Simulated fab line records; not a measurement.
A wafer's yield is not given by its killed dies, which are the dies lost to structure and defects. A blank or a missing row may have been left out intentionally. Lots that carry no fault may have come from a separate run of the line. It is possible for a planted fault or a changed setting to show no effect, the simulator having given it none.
Which tool is to blame? | flow nand harc | 12 lots, 36 wafers sampled, at 5 steps of a route of 1302

== WHAT THE GAUGES READ, wafer by wafer ==
NHARC_END_SORT_01. Usual: for defect limited yield, 90.7 % with a standard deviation of 2.7; for killed at array, 58 with a standard deviation of 19; for killed at other, 1.1 with a standard deviation of 1.2; for killed at periphery, 3.8 with a standard deviation of 2.4; for killed dies, 63 with a standard deviation of 18; for killed open, 3.3 with a standard deviation of 1.8; for killed short, 2.2 with a standard deviation of 1.6.
lot  | measured     | on        | defect limited yield (%) | killed at array | killed at other | killed at periphery | killed dies | killed open | killed short | flag
L464 | day 28 20:47 | prober-01 | 90.8 92.3 91.9           | 56 50 53        | 0 2 0           | 6 0 2               | 62 52 55    | 4 3 3       | 3 3 2        |
L466 | day 30 00:16 | prober-01 | 89.4 89.2 88.3           | 69 68 68        | 1 1 3           | 2 4 8               | 72 73 79    | 2 5 1       | 1 4 3        |
L467 | day 30 10:06 | prober-01 | 89.5 87.3 88.9           | 68 81 67        | 0 0 0           | 3 5 8               | 71 86 75    | 7 2 5       | 1 1 0        |
L474 | day 33 03:01 | prober-01 | 91.3 91.6 87.9           | 51 52 78        | 1 2 3           | 7 3 1               | 59 57 82    | 1 3 6       | 0 0 0        |

== WHAT TOOL EACH LOT RAN ON (gives the tool, then ch and the chambers of the sampled wafers, and finally the start) ==
lot  | NHARC_P_M1_PVD_20                       | NHARC_P_M1_CMP_23             | NHARC_P_M2_SOFTBAKE_04            | NHARC_P_M2_DESCUM_14
L453 | pvd sputter-02, day 6 14:41 or earlier  | cmp-03 ch 1,2,3, day 6 14:41  | litho track-01 ch 0, day 6 16:00  | rie diel-03 ch 0,1,3, day 6 16:43
L454 | pvd sputter-02, day 7 03:27 or earlier  | cmp-01 ch 1,2,3, day 7 03:27  | litho track-04 ch 0, day 7 04:00  | rie diel-05 ch 0,3, day 7 05:27
L457 | pvd sputter-01, day 8 14:11 or earlier  | cmp-03 ch 0,3, day 8 14:11    | litho track-01 ch 0, day 8 15:00  | rie diel-03 ch 0,3, day 8 16:11
L458 | pvd sputter-01, day 8 15:09 or earlier  | cmp-04 ch 1,2,3, day 8 15:09  | litho track-01 ch 0, day 8 16:00  | rie diel-03 ch 0,1,2, day 8 17:05
L459 | pvd sputter-01, day 9 05:22 or earlier  | cmp-03 ch 0,2,3, day 9 05:22  | litho track-04 ch 0, day 9 06:00  | rie diel-04 ch 0,2,3, day 9 07:16
L464 | pvd sputter-02, day 11 04:19 or earlier | cmp-01 ch 0,2,3, day 11 04:19 | litho track-06 ch 0, day 11 05:00 | rie diel-05 ch 0,1,3, day 11 06:22
L466 | pvd sputter-01, day 12 10:45 or earlier | cmp-01 ch 1,2,3, day 12 10:45 | litho track-06 ch 0, day 12 12:00 | rie diel-03 ch 0,1,2, day 12 12:57
L467 | pvd sputter-03, day 12 11:25 or earlier | cmp-01 ch 0,2,3, day 12 11:25 | litho track-06 ch 0, day 12 12:00 | rie diel-03 ch 0,2,3, day 12 13:28
L472 | pvd sputter-01, day 14 15:59 or earlier | cmp-01 ch 2,3, day 14 15:59   | litho track-06 ch 0, day 14 17:00 | rie diel-05 ch 0,1,3, day 14 17:57
L473 | pvd sputter-03, day 14 22:35 or earlier | cmp-03 ch 0,1,2, day 14 22:35 | litho track-06 ch 0, day 15 00:00 | rie diel-03 ch 1,2, day 15 00:46
L474 | pvd sputter-01, day 15 11:31            | cmp-03 ch 1,3, day 15 12:38   | litho track-04 ch 0, day 15 14:00 | rie diel-05 ch 0,1,2, day 15 14:47
L475 | pvd sputter-01, day 16 03:53 or earlier | cmp-04 ch 1,2,3, day 16 03:53 | litho track-01 ch 0, day 16 05:00 | rie diel-05 ch 0,1,3, day 16 05:43
- NHARC_P_M1_PVD_20: deposits TaN, target thk 5 nm, time 8.06 s.
- NHARC_P_M1_CMP_23: polishes, t overpolish 20 s, target thk 157.82 nm.
- NHARC_P_M2_SOFTBAKE_04: time 55 s.
- NHARC_P_M2_DESCUM_14: chemistry O2, time 3 s.

== WHAT THE TOOLS THEMSELVES READ (means of the sampled wafers that have a number; where no wafer has one, the mark that the record gives instead) ==
NHARC_P_M1_PVD_20. Usual: bias v 168.5 V, standard deviation 1.8; throttle valve pct 29.2 %, standard deviation 1.1.
lot  | tool           | bias v (V) | throttle valve pct (%) | flag
L453 | pvd sputter-02 | 166.4      | 29.1                   |
L454 | pvd sputter-02 | 168.8      | 28.9                   |
L457 | pvd sputter-01 | 168.1      | 29.3                   |
L458 | pvd sputter-01 | 167.8      | 29.4                   |
L459 | pvd sputter-01 | 168.1      | 29.2                   |
L464 | pvd sputter-02 | 168.4      | 29.7                   |
L466 | pvd sputter-01 | 169.5      | 28.3                   |
L467 | pvd sputter-03 | 166.7      | 30.1                   |
L472 | pvd sputter-01 | 168.0      | 28.3                   |
L473 | pvd sputter-03 | 168.9      | 30.3                   |
L474 | pvd sputter-01 | 168.1      | 29.3                   |
L475 | pvd sputter-01 | 167.7      | 29.7                   |

NHARC_P_M1_CMP_23. Usual: motor current A 11.7 A, standard deviation 1; slurry flow ml min 150.0, standard deviation 0.5; time to endpoint s 29 s, standard deviation 3.5.
lot  | tool   | motor current A (A) | slurry flow ml min | time to endpoint s (s) | flag
L453 | cmp-03 | 11.7                | 150.3              | 27                     |
L454 | cmp-01 | 12.4                | 149.7              | 28                     |
L457 | cmp-03 | 11.8                | 150.3              | 30                     |
L458 | cmp-04 | 11.4                | 149.7              | 32                     |
L459 | cmp-03 | 11.2                | 149.8              | 26                     |
L464 | cmp-01 | 12.1                | 149.9              | 30                     |
L466 | cmp-01 | 12.0                | 150.2              | 26                     |
L467 | cmp-01 | 12.0                | 150.5              | 26                     |
L472 | cmp-01 | 12.4                | 149.9              | 26                     |
L473 | cmp-03 | 10.7                | 150.5              | 34                     |
L474 | cmp-03 | 12.2                | 149.8              | 28                     |
L475 | cmp-04 | 11.2                | 150.0              | 29                     |

NHARC_P_M2_SOFTBAKE_04. Usual: chill plate temp C 23.02 C, standard deviation 0.098; heater power total W 188.45 W, standard deviation 0.13.
lot  | tool           | chill plate temp C (C) | heater power total W (W) | flag
L453 | litho track-01 | 23.03                  | 188.44                   |
L454 | litho track-04 | 23.12                  | 188.32                   |
L457 | litho track-01 | 22.97                  | 188.52                   |
L458 | litho track-01 | 23.01                  | 188.60                   |
L459 | litho track-04 | 23.11                  | 188.51                   |
L464 | litho track-06 | 23.02                  | 193.19                   | OFF
L466 | litho track-06 | 22.94                  | 193.32                   | OFF
L467 | litho track-06 | 22.98                  | 193.21                   | OFF
L472 | litho track-06 | 23.13                  | 188.42                   |
L473 | litho track-06 | 23.06                  | 188.36                   |
L474 | litho track-04 | 22.95                  | 188.50                   |
L475 | litho track-01 | 23.13                  | 188.35                   |

NHARC_P_M2_DESCUM_14. Usual: drypump motor current A 5.6 A, standard deviation 0.5; oes product au 1.000 a.u., standard deviation 0.016; rf vpp V 57.8 V, standard deviation 0.95; showerhead plenum p Torr 1.91 Torr, standard deviation 0.071; throttle valve pct 11.310 %, standard deviation 0.0094.
lot  | tool        | drypump motor current A (A) | oes product au (a.u.) | rf vpp V (V) | showerhead plenum p Torr (Torr) | throttle valve pct (%) | flag
L453 | rie diel-03 | 5.3                         | 0.996                 | 57.1         | 1.89                            | 11.305                 |
L454 | rie diel-05 | 5.5                         | 1.009                 | 58.4         | 1.96                            | 11.308                 |
L457 | rie diel-03 | 5.0                         | 1.019                 | 58.0         | 1.89                            | 11.307                 |
L458 | rie diel-03 | 5.6                         | 1.010                 | 56.9         | 1.88                            | 11.311                 |
L459 | rie diel-04 | 5.8                         | 0.997                 | 58.9         | 1.94                            | 11.307                 |
L464 | rie diel-05 | 5.7                         | 1.006                 | 57.6         | 1.93                            | 11.316                 |
L466 | rie diel-03 | 5.6                         | 0.995                 | 58.2         | 1.88                            | 11.306                 |
L467 | rie diel-03 | 5.2                         | 0.998                 | 56.9         | 1.87                            | 11.319                 |
L472 | rie diel-05 | 5.7                         | 1.014                 | 58.1         | 1.93                            | 11.312                 |
L473 | rie diel-03 | 5.8                         | 0.991                 | 57.7         | 1.85                            | 11.303                 |
L474 | rie diel-05 | 5.3                         | 1.005                 | 57.8         | 1.90                            | 11.314                 |
L475 | rie diel-05 | 5.7                         | 1.012                 | 57.2         | 1.93                            | 11.309                 |

== THE ANSWER, worked out from the rows above alone ==
Rule: a lot counts as off when the mean over its wafers that have a number is more than 3 standard deviations away from the usual mean. A lot without any number at a reading at which 4 lots or more have one is off too. Where the step has rows for the other lots, those lots are counted as sound. Order of review: gauges by route order, followed by the tools' own readings, for which a lot's mean as printed above is used. At the first step where some lot is off, the reading lying furthest off is the one used; lots without a number count as furthest.
Off: L464, L466, L467, at NHARC_P_M2_SOFTBAKE_04 (heater power total W).
If a tool, at that step or one of the process steps before it, ran each lot that is off and ran no sound lot following the first of them, it fits. With no start given for some of its lots, NHARC_P_M1_PVD_20 uses the hours and lot order of NHARC_P_M1_CMP_23. Not one of the candidates tried fits.

== WHAT THE SIMULATOR PUT IN ==
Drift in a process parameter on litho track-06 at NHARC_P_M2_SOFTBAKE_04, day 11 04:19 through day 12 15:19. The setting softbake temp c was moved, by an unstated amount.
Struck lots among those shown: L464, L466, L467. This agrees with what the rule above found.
